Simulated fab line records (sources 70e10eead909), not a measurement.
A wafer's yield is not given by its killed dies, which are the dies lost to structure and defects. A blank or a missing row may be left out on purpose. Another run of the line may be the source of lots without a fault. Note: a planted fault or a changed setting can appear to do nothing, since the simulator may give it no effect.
Which of the tools did it?    flow nand harc    7 lots (21 wafers sampled), 1 step of a 1302-step route

WHAT THE GAUGES SHOWED, per wafer
NHARC_P_M2_CD_MEAS_16.
lot   measured      on         cd nm (nm)
L399  day 6 08:43   cd sem-01  169.6 169.4 169.5
L401  day 6 23:55   cd sem-03  170.6 169.1 170.9
L403  day 7 22:11   cd sem-02  169.2 169.3 169.6
L407  day 9 09:05   cd sem-02  170.9 170.4 170.9
L411  day 11 11:28  cd sem-03  169.8 171.1 170.1
L415  day 13 01:21  cd sem-03  169.5 170.2 169.2
L418  day 14 01:47  cd sem-02  170.4 170.3 170.0

EACH LOT AND THE TOOL THAT RAN IT (in order: tool; ch and the chambers of the sampled wafers; start)
Before these readings, the record contains no process step.

THE ANSWER, worked out from the rows above alone
Rule: the usual values come from the lots themselves. Put in order of their means at a reading, lots are off if they are a third of the lots or fewer, leave a main group of 4 or more, and stand apart from it by a gap of 3 or more times the standard deviation of the main group's means; of several such gaps the widest counts. A main group whose means are all the same, to the digits that the tables above print for the reading, isn't used. Also off: a lot with no number at a reading for which 4 or more lots have one. All remaining lots with rows at the step are treated as sound.
No lot is off at any reading shown: from this, nothing can be told.

WHAT THE SIMULATOR PUT IN
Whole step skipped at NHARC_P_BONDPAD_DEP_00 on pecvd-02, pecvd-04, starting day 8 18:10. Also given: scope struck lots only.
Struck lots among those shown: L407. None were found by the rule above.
